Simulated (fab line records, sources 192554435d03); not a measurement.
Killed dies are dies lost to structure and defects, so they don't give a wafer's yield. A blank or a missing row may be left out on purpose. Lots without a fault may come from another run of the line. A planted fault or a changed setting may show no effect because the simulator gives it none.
A sampling plan put to the test | flow n5_finfet | one fab line, 81 faults that these records tell of, each judged on the records of the lots that it struck; 3 more are left out, because the records don't allow judging them
The plan is the line's own looks: the steps of the route at which a gauge or an inspection reads the wafer and doesn't change it. A look can be judged if struck wafers have a number there and the file gives its usual mean and standard deviation on fault-free wafers. Caught: at a look after the fault's first step, the mean of the struck wafers lies 4 or more of those standard deviations (sigma) from the usual mean. On the tool: the same test on the tool's own readings at the fault's steps. Another recipe on the struck wafers, or a record that is blank for them alone, also counts as caught.

THE FAULTS, as the simulator had put them in
1. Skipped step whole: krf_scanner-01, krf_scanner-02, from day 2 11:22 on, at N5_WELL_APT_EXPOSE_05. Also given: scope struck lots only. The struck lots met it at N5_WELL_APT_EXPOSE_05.
2. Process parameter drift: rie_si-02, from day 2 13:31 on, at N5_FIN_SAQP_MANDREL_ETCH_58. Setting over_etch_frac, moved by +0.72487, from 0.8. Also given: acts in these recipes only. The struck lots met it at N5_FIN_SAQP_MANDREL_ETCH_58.
3. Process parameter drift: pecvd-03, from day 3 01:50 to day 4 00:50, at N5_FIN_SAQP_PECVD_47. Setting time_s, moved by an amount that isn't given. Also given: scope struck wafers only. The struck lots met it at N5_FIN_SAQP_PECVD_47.
4. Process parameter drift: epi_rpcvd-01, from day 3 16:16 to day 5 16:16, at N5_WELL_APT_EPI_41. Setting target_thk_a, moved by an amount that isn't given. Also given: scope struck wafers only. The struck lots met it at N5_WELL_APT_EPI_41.
5. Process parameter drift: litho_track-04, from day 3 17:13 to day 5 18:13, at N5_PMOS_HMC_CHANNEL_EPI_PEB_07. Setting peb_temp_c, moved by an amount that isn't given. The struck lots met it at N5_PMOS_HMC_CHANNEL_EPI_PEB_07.
6. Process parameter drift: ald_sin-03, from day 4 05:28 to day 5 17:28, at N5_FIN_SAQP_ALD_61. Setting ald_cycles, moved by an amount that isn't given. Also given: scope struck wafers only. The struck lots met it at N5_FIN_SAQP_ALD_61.
7. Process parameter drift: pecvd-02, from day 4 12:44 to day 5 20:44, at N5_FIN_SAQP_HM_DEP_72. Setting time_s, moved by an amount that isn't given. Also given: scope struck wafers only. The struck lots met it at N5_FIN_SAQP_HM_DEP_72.
8. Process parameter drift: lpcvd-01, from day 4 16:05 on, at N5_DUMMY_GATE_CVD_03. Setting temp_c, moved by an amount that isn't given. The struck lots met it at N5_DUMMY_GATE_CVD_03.
9. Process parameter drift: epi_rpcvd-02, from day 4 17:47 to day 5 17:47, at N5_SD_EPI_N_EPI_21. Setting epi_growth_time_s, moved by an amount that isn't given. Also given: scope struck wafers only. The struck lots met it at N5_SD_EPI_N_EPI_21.
10. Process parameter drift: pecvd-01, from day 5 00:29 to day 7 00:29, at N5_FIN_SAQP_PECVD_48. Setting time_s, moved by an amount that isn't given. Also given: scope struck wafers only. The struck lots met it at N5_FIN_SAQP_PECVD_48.
11. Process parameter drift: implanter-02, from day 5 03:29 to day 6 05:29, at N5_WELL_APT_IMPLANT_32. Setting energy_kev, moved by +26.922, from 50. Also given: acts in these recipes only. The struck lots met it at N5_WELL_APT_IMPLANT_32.
12. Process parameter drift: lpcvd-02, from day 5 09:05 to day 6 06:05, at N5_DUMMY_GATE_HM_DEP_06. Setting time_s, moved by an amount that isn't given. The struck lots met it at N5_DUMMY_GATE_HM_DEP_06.
13. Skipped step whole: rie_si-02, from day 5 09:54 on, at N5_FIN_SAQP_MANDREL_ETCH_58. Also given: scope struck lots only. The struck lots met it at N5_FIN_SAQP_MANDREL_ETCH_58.
14. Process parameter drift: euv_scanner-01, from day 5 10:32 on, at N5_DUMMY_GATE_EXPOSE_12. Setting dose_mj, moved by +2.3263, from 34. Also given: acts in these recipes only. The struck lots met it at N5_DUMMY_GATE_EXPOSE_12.
15. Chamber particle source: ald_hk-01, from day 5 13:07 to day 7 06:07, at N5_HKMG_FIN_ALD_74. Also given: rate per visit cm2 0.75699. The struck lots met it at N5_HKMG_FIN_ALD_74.
16. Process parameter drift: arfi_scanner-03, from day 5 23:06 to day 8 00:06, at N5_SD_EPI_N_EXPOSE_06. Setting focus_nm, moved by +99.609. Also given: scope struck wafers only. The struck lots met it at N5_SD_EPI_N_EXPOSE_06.
17. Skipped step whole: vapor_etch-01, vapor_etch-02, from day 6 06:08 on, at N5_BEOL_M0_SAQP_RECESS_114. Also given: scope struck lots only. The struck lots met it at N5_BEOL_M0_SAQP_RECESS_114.
18. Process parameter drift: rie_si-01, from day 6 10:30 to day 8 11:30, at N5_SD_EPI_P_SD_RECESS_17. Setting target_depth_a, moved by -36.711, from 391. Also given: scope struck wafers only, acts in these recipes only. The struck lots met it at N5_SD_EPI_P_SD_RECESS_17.
19. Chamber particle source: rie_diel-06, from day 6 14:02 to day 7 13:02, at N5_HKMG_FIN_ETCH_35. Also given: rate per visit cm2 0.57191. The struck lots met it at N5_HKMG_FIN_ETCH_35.
20. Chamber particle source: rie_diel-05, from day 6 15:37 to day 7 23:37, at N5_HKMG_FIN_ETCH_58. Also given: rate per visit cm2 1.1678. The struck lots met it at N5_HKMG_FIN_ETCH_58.
21. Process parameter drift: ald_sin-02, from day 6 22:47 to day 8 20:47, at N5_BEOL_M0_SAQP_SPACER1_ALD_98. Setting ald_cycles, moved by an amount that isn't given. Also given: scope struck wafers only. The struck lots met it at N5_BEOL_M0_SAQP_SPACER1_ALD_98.
22. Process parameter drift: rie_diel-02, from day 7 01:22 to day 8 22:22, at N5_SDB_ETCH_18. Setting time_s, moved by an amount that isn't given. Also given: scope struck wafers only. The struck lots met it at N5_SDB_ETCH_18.
23. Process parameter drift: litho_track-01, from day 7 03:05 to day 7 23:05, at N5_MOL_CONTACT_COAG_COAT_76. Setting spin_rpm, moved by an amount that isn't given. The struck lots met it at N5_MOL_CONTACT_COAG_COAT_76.
24. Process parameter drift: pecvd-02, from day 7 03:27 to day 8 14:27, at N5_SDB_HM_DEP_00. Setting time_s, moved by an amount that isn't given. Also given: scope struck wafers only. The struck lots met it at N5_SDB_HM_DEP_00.
25. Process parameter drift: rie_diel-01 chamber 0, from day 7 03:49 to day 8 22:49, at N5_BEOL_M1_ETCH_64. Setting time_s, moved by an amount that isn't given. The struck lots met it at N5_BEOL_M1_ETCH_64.
26. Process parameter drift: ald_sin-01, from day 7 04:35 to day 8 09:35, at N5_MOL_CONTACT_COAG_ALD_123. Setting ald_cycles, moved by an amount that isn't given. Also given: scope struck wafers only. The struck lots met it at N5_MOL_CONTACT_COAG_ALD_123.
27. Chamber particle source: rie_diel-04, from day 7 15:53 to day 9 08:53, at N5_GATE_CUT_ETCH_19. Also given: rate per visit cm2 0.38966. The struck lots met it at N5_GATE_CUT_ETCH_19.
28. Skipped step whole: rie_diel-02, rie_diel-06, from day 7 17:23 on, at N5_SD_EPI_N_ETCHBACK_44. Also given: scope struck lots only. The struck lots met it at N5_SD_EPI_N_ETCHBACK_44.
29. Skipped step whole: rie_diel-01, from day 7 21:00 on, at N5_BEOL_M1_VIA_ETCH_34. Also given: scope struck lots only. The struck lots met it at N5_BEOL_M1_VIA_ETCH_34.
30. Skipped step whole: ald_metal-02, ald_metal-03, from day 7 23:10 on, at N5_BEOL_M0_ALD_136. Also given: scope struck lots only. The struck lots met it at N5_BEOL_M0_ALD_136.
31. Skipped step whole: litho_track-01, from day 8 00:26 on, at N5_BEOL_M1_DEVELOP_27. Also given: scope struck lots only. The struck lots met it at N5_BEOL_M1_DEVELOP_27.
32. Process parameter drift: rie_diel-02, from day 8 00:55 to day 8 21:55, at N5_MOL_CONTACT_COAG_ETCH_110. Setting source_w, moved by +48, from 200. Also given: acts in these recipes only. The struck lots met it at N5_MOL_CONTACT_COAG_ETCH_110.
33. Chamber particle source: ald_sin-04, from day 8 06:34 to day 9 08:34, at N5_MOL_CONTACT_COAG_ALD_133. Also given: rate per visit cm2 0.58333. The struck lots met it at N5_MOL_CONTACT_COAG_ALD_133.
34. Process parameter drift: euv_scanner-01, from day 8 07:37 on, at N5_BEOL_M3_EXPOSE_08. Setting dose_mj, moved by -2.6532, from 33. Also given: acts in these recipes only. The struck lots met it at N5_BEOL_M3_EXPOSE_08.
35. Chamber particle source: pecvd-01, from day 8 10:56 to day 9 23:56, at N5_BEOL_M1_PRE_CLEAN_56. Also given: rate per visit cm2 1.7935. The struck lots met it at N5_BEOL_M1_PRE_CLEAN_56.
36. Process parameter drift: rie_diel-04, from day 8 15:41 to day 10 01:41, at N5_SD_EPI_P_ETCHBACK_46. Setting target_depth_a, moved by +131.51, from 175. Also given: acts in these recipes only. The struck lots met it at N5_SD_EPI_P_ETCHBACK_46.
37. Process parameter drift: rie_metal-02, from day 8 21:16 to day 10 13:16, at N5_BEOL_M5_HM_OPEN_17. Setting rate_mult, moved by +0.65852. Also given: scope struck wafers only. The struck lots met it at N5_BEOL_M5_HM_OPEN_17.
38. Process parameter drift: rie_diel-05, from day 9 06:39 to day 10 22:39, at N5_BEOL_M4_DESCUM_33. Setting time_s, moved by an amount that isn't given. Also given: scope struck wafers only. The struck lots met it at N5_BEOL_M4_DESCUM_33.
39. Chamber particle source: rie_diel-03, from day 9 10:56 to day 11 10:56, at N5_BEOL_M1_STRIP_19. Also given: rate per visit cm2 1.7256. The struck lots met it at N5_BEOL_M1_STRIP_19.
40. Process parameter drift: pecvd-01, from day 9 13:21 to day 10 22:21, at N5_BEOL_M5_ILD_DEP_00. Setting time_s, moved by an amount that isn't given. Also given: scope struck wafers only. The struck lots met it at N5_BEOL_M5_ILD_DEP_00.
41. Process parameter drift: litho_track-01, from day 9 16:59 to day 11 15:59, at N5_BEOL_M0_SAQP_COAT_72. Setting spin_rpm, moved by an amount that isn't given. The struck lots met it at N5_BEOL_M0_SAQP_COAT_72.
42. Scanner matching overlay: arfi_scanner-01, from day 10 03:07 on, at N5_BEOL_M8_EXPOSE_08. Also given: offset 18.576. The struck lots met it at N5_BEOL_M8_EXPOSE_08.
43. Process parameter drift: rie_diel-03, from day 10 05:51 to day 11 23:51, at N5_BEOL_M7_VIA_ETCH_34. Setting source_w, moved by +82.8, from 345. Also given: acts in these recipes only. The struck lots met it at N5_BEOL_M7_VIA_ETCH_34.
44. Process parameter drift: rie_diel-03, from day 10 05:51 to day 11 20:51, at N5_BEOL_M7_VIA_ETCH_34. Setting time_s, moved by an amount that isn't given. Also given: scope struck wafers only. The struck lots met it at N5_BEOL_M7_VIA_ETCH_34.
45. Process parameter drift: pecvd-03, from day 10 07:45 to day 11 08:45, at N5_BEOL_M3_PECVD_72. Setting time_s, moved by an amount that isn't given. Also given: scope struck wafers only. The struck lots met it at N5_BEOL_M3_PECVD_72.
46. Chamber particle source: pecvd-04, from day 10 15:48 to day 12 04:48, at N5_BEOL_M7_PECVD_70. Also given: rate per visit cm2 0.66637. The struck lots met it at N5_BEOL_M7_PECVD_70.
47. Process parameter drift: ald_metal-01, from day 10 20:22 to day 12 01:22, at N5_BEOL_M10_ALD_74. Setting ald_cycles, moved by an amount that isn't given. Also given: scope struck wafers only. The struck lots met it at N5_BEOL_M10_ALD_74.
48. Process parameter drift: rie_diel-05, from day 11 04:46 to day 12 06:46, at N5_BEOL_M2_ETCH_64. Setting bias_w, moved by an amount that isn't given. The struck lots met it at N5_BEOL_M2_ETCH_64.
49. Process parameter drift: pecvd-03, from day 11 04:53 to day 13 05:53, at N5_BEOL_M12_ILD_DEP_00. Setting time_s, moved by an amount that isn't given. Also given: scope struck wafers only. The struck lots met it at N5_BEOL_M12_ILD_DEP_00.
50. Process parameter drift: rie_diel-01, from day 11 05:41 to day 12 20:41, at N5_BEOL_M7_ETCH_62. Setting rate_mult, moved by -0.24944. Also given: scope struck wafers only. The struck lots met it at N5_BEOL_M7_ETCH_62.
51. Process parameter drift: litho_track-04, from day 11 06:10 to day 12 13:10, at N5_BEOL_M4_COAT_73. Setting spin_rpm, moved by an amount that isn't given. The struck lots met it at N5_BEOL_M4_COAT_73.
52. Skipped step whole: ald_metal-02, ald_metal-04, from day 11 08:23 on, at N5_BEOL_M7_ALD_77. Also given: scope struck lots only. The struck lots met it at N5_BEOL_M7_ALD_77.
53. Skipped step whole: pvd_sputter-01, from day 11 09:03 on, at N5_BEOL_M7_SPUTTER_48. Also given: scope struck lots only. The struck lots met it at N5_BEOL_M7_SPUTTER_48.
54. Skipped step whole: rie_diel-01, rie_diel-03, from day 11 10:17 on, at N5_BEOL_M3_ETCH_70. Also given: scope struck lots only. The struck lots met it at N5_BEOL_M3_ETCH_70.
55. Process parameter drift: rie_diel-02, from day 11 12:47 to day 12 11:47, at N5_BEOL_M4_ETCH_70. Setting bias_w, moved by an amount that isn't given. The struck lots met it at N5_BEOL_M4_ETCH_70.
56. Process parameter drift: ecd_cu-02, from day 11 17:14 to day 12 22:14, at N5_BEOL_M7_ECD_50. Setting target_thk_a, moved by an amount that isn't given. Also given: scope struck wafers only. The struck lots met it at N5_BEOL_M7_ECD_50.
57. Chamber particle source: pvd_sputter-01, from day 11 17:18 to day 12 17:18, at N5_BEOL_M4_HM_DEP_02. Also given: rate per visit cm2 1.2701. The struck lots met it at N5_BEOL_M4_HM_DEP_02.
58. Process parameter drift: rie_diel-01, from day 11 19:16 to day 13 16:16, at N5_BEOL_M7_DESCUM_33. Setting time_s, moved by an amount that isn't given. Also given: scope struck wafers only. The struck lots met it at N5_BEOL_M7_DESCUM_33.
59. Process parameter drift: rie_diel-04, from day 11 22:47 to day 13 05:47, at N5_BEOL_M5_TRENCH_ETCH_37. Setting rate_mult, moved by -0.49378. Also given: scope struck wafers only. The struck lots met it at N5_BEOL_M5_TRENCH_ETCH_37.
60. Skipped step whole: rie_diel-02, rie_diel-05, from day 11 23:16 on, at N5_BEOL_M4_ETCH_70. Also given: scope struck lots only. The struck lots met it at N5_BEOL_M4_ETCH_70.
61. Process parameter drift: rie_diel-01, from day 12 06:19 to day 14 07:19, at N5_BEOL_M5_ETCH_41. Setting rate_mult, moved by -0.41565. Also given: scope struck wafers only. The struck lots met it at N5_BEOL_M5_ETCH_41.
62. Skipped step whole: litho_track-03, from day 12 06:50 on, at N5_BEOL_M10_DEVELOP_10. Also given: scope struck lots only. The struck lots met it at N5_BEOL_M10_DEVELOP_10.
63. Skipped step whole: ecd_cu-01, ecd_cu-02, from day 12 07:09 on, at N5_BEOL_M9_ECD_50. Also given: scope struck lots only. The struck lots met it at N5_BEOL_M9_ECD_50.
64. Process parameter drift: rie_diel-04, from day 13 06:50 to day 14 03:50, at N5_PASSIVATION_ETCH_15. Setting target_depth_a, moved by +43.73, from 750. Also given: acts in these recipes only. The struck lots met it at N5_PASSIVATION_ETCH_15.
65. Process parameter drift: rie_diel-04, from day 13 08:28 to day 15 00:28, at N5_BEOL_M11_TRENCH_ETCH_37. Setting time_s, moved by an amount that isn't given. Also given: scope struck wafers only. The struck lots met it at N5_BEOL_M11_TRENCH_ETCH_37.
66. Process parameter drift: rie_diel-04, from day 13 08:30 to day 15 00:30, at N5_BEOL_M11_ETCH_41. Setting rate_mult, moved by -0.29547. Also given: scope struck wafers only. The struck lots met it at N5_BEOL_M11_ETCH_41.
67. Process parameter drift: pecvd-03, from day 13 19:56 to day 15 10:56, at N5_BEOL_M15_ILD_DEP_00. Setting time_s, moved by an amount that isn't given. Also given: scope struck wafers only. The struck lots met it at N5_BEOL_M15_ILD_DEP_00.
68. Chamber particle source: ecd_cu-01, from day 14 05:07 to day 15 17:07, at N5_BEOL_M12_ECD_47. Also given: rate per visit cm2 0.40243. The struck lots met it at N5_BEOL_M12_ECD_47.
69. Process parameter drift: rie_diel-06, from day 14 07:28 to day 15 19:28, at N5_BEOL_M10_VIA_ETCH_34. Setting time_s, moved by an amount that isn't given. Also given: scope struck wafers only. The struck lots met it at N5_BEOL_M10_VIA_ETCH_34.
70. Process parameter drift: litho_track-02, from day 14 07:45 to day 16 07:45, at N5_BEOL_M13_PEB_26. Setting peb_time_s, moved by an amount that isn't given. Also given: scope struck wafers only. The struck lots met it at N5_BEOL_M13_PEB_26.
71. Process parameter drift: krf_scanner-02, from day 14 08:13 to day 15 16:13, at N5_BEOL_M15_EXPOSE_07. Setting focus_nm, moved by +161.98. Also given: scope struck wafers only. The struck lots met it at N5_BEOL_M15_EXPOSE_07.
72. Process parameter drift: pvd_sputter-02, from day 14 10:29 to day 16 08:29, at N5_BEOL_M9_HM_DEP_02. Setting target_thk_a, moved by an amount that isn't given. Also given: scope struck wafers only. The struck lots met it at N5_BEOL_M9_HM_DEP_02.
73. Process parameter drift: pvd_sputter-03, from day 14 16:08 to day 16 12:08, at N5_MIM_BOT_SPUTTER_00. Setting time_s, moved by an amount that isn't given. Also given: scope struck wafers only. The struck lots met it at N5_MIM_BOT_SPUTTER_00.
74. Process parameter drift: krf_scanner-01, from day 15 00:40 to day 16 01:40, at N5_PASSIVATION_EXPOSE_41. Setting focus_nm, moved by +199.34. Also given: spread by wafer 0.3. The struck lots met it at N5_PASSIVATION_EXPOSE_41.
75. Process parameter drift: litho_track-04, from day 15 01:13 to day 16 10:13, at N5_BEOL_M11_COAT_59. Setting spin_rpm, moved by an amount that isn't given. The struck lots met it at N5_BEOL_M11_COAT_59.
76. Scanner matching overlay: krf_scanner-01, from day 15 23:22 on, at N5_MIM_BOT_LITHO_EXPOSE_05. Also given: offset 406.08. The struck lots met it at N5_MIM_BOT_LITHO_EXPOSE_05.
77. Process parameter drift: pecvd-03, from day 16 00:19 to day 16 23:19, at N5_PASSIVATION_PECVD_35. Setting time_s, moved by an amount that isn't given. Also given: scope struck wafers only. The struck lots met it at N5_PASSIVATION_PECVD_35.
78. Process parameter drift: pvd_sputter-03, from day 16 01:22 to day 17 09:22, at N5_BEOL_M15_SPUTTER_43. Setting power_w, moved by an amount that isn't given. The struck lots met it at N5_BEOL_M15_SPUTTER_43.
79. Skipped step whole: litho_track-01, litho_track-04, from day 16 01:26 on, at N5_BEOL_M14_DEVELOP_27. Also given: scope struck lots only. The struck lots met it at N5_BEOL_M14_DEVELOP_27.
80. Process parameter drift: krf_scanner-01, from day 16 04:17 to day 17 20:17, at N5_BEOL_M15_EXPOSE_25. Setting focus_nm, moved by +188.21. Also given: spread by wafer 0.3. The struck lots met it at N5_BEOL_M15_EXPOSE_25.
81. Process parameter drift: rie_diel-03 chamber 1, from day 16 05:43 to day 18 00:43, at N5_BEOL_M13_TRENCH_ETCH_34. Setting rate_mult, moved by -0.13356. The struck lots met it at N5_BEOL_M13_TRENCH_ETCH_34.

WHAT THE PLAN SAW
fault | on the tool itself                               | first look that catches it                      | reading, sigma                                   | median hours from its first step to that look | hours from the fault's start to the first struck lot there | judged looks passed uncaught
1     | no reading that can be judged                    | no look after it can be judged                  | -                                                | -                                             | -                                                          | 0
2     | oes_product_au -8.3 sigma                        | no look after it can be judged                  | -                                                | -                                             | -                                                          | 0
3     | run_length_s -19 sigma                           | not the one look that can be judged after it    | -                                                | -                                             | -                                                          | 1
4     | under 2 sigma                                    | no look after it can be judged                  | -                                                | -                                             | -                                                          | 0
5     | plate_temp_C -37 sigma                           | N5_PMOS_HMC_CHANNEL_EPI_CD_MEAS_09              | cd_nm -17                                        | 0.1                                           | 6                                                          | 0
6     | only faintly: heater_power_w +2.6 sigma          | none of the 5 looks that can be judged after it | -                                                | -                                             | -                                                          | 5
7     | under 2 sigma                                    | none of the 3 looks that can be judged after it | -                                                | -                                             | -                                                          | 3
8     | susceptor_temp_C -78 sigma                       | no look after it can be judged                  | -                                                | -                                             | -                                                          | 0
9     | under 2 sigma                                    | N5_SD_EPI_N_EPI_MEAS_23                         | thk_nm +12                                       | 0.4                                           | 23                                                         | 0
10    | under 2 sigma                                    | no look after it can be judged                  | -                                                | -                                             | -                                                          | 0
11    | beam_energy_keV +99 or beyond sigma              | no look after it can be judged                  | -                                                | -                                             | -                                                          | 0
12    | no reading that can be judged                    | no look after it can be judged                  | -                                                | -                                             | -                                                          | 0
13    | the tool's record is blank for the struck wafers | no look after it can be judged                  | -                                                | -                                             | -                                                          | 0
14    | exposure_dose_mJ_cm2 +54 sigma                   | N5_DUMMY_GATE_CD_MEAS_15                        | cd_nm -4.9                                       | 0.1                                           | 13                                                         | 0
15    | under 2 sigma                                    | no look after it can be judged                  | -                                                | -                                             | -                                                          | 0
16    | no reading that can be judged                    | N5_SD_EPI_N_CD_MEAS_09                          | cd_nm -13                                        | 0.1                                           | 34                                                         | 0
17    | the tool's record is blank for the struck wafers | no look after it can be judged                  | -                                                | -                                             | -                                                          | 0
18    | under 2 sigma                                    | no look after it can be judged                  | -                                                | -                                             | -                                                          | 0
19    | under 2 sigma                                    | not the one look that can be judged after it    | -                                                | -                                             | -                                                          | 1
20    | under 2 sigma                                    | no look after it can be judged                  | -                                                | -                                             | -                                                          | 0
21    | under 2 sigma                                    | N5_BEOL_M0_SAQP_CD_MEAS_25                      | cd_nm -6.2                                       | 0.8                                           | 11                                                         | 0
22    | under 2 sigma                                    | no look after it can be judged                  | -                                                | -                                             | -                                                          | 0
23    | spin_speed_rpm +89 sigma                         | none of the 3 looks that can be judged after it | -                                                | -                                             | -                                                          | 3
24    | under 2 sigma                                    | no look after it can be judged                  | -                                                | -                                             | -                                                          | 0
25    | under 2 sigma                                    | not the one look that can be judged after it    | -                                                | -                                             | -                                                          | 1
26    | under 2 sigma                                    | no look after it can be judged                  | -                                                | -                                             | -                                                          | 0
27    | under 2 sigma                                    | not the one look that can be judged after it    | -                                                | -                                             | -                                                          | 1
28    | the tool's record is blank for the struck wafers | no look after it can be judged                  | -                                                | -                                             | -                                                          | 0
29    | the tool's record is blank for the struck wafers | no look after it can be judged                  | -                                                | -                                             | -                                                          | 0
30    | the tool's record is blank for the struck wafers | no look after it can be judged                  | -                                                | -                                             | -                                                          | 0
31    | no reading that can be judged                    | no look after it can be judged                  | -                                                | -                                             | -                                                          | 0
32    | rf_fwd_power_W +58 sigma                         | no look after it can be judged                  | -                                                | -                                             | -                                                          | 0
33    | under 2 sigma                                    | not the one look that can be judged after it    | -                                                | -                                             | -                                                          | 1
34    | exposure_dose_mJ_cm2 -57 sigma                   | N5_BEOL_M3_CD_MEAS_11                           | cd_nm -6.5                                       | 0.1                                           | 1                                                          | 0
35    | no reading that can be judged                    | N5_BEOL_M1_INSPECT_59                           | raw_defect_count +49                             | 0.1                                           | 4                                                          | 0
36    | only faintly: oes_product_au -2.2 sigma          | no look after it can be judged                  | -                                                | -                                             | -                                                          | 0
37    | only faintly: drypump_motor_current_A -2.2 sigma | no look after it can be judged                  | -                                                | -                                             | -                                                          | 0
38    | under 2 sigma                                    | not the one look that can be judged after it    | -                                                | -                                             | -                                                          | 1
39    | under 2 sigma                                    | N5_BEOL_M1_INSPECT_30                           | raw_defect_count +14                             | 0.6                                           | 5                                                          | 0
40    | under 2 sigma                                    | N5_BEOL_M5_THK_MEAS_01                          | M5_ILD_THK -7.7                                  | 0.6                                           | 5                                                          | 0
41    | spin_speed_rpm -99 or beyond sigma               | not the one look that can be judged after it    | -                                                | -                                             | -                                                          | 1
42    | no reading that can be judged                    | N5_BEOL_M8_OVL_MEAS_12                          | M8_OVL +24                                       | 0.1                                           | 20                                                         | 0
43    | rf_fwd_power_W +55 sigma                         | no look after it can be judged                  | -                                                | -                                             | -                                                          | 0
44    | run_length_s -5.6 sigma                          | no look after it can be judged                  | -                                                | -                                             | -                                                          | 0
45    | under 2 sigma                                    | not the one look that can be judged after it    | -                                                | -                                             | -                                                          | 1
46    | under 2 sigma                                    | N5_BEOL_M7_INSPECT_13                           | raw_defect_count +5.1                            | 2.2                                           | 14                                                         | 1
47    | under 2 sigma                                    | N5_BEOL_M15_RC_MEAS_101                         | COMB_M10 +9.7                                    | 32.4                                          | 36                                                         | 0
48    | bias_w -85 sigma                                 | not the one look that can be judged after it    | -                                                | -                                             | -                                                          | 1
49    | run_length_s +99 or beyond sigma                 | N5_BEOL_M12_THK_MEAS_01                         | M12_ILD_THK +71                                  | 0.1                                           | 8                                                          | 0
50    | under 2 sigma                                    | N5_BEOL_M7_OCD_MEAS_38                          | trench_depth_nm -17                              | 3.7                                           | 15                                                         | 0
51    | spin_speed_rpm -99 or beyond sigma               | not the one look that can be judged after it    | -                                                | -                                             | -                                                          | 1
52    | the tool's record is blank for the struck wafers | no look after it can be judged                  | -                                                | -                                             | -                                                          | 0
53    | the tool's record is blank for the struck wafers | no look after it can be judged                  | -                                                | -                                             | -                                                          | 0
54    | the tool's record is blank for the struck wafers | no look after it can be judged                  | -                                                | -                                             | -                                                          | 0
55    | bias_w -56 sigma                                 | not the one look that can be judged after it    | -                                                | -                                             | -                                                          | 1
56    | no reading that can be judged                    | no look after it can be judged                  | -                                                | -                                             | -                                                          | 0
57    | under 2 sigma                                    | N5_BEOL_M4_INSPECT_13                           | raw_defect_count +9.6                            | 0.5                                           | 2                                                          | 0
58    | under 2 sigma                                    | no look after it can be judged                  | -                                                | -                                             | -                                                          | 0
59    | only faintly: oes_product_au -2.5 sigma          | N5_BEOL_M5_OCD_MEAS_38                          | trench_depth_nm -23                              | 0.2                                           | 8                                                          | 0
60    | the tool's record is blank for the struck wafers | no look after it can be judged                  | -                                                | -                                             | -                                                          | 0
61    | only faintly: oes_product_au -2.3 sigma          | no look after it can be judged                  | -                                                | -                                             | -                                                          | 0
62    | no reading that can be judged                    | no look after it can be judged                  | -                                                | -                                             | -                                                          | 0
63    | no reading that can be judged                    | no look after it can be judged                  | -                                                | -                                             | -                                                          | 0
64    | under 2 sigma                                    | no look after it can be judged                  | -                                                | -                                             | -                                                          | 0
65    | run_length_s +16 sigma                           | N5_BEOL_M11_OCD_MEAS_38                         | trench_depth_nm +7.2                             | 0.2                                           | 6                                                          | 0
66    | only faintly: oes_product_au -2.6 sigma          | no look after it can be judged                  | -                                                | -                                             | -                                                          | 0
67    | run_length_s +99 or beyond sigma                 | N5_BEOL_M15_THK_MEAS_01                         | M15_ILD_THK +43                                  | 0.2                                           | 5                                                          | 0
68    | no reading that can be judged                    | no look after it can be judged                  | -                                                | -                                             | -                                                          | 0
69    | run_length_s -13 sigma                           | no look after it can be judged                  | -                                                | -                                             | -                                                          | 0
70    | no reading that can be judged                    | none of the 2 looks that can be judged after it | strongest: cd_nm at N5_BEOL_M13_CD_MEAS_28, +3.8 | -                                             | -                                                          | 2
71    | no reading that can be judged                    | N5_BEOL_M15_CD_MEAS_10                          | cd_nm +4.5                                       | 0.2                                           | 4                                                          | 0
72    | under 2 sigma                                    | no look after it can be judged                  | -                                                | -                                             | -                                                          | 0
73    | under 2 sigma                                    | no look after it can be judged                  | -                                                | -                                             | -                                                          | 0
74    | under 2 sigma                                    | N5_PASSIVATION_CD_MEAS_44                       | cd_nm +6.0                                       | 0.2                                           | 0                                                          | 0
75    | spin_speed_rpm -99 or beyond sigma               | no look after it can be judged                  | -                                                | -                                             | -                                                          | 0
76    | no reading that can be judged                    | N5_MIM_BOT_LITHO_OVL_MEAS_11                    | MIM_BOT_OVL +64                                  | 0.2                                           | 13                                                         | 0
77    | run_length_s -90 sigma                           | no look after it can be judged                  | -                                                | -                                             | -                                                          | 0
78    | cathode_dc_power_W +99 or beyond sigma           | not the one look that can be judged after it    | -                                                | -                                             | -                                                          | 1
79    | no reading that can be judged                    | no look after it can be judged                  | -                                                | -                                             | -                                                          | 0
80    | exposure_dose_mJ_cm2 -74 sigma                   | N5_BEOL_M15_CD_MEAS_28                          | cd_nm +14                                        | 0.2                                           | 13                                                         | 0
81    | under 2 sigma                                    | N5_BEOL_M13_OCD_MEAS_35                         | trench_depth_nm -8.3                             | 0.2                                           | 0                                                          | 0
A dash: the fault isn't caught, or these records don't give the number.

Caught at a look: 23 of 81. Caught on the tool: 32 of 81. By one or the other: 48 of 81.
Caught on the tool alone: faults 2, 3, 8, 11, 13, 17, 23, 28, 29, 30, 32, 41, 43, 44, 48, 51, 52, 53, 54, 55, 60, 69, 75, 77, 78.
Caught at a look alone: faults 9, 16, 21, 35, 39, 40, 42, 46, 47, 50, 57, 59, 71, 74, 76, 81.
Caught by neither: faults 1, 4, 6, 7, 10, 12, 15, 18, 19, 20, 22, 24, 25, 26, 27, 31, 33, 36, 37, 38, 45, 56, 58, 61, 62, 63, 64, 66, 68, 70, 72, 73, 79.

THINNER SAMPLING
If the look that catches a fault measured only every second or every third lot, by lot number, the first struck lot would be measured this late in the worst case:
fault | struck lots at that look, in order of time | every lot | every second lot | every third lot
5     | L555, L561                                 | 6 h       | may miss all 2   | may miss all 2
9     | L980                                       | 23 h      | may miss it      | may miss it
14    | L428, L429                                 | 13 h      | 18 h             | may miss all 2
16    | L905, L907                                 | 34 h      | may miss all 2   | may miss all 2
21    | L202, L206                                 | 11 h      | may miss all 2   | may miss all 2
34    | L882, L883                                 | 1 h       | 10 h             | may miss all 2
35    | L462, L463                                 | 4 h       | 10 h             | may miss all 2
39    | L180, L182                                 | 5 h       | may miss all 2   | may miss all 2
40    | L370, L371                                 | 5 h       | 13 h             | may miss all 2
42    | L790, L791                                 | 20 h      | 29 h             | may miss all 2
46    | L896, L898                                 | 14 h      | may miss all 2   | may miss all 2
47    | L748, L749, L750                           | 36 h      | 37 h             | 67 h
49    | L118                                       | 8 h       | may miss it      | may miss it
50    | L864, L866                                 | 15 h      | may miss all 2   | may miss all 2
57    | L802, L803                                 | 2 h       | 4 h              | may miss all 2
59    | L200                                       | 8 h       | may miss it      | may miss it
65    | L777, L780                                 | 6 h       | 38 h             | may miss all 2
67    | L251, L253                                 | 5 h       | may miss all 2   | may miss all 2
71    | L891, L896                                 | 4 h       | 31 h             | may miss all 2
74    | L857, L860                                 | 0 h       | 15 h             | may miss all 2
76    | L883, L885                                 | 13 h      | may miss all 2   | may miss all 2
80    | L688                                       | 13 h      | may miss it      | may miss it
81    | L297, L298                                 | 0 h       | 10 h             | may miss all 2
Hours are from the fault's start to the first struck lot that is measured. The limit of 4 sigma was tested on all struck wafers together, so one lot alone may lie under it. Other struck lots may not be in these records.

THE LONGEST TIMED WAY FROM STEP TO LOOK
Fault 47: a median of 32.4 hours passes between N5_BEOL_M10_ALD_74 and N5_BEOL_M15_RC_MEAS_101. No look between them can be judged.
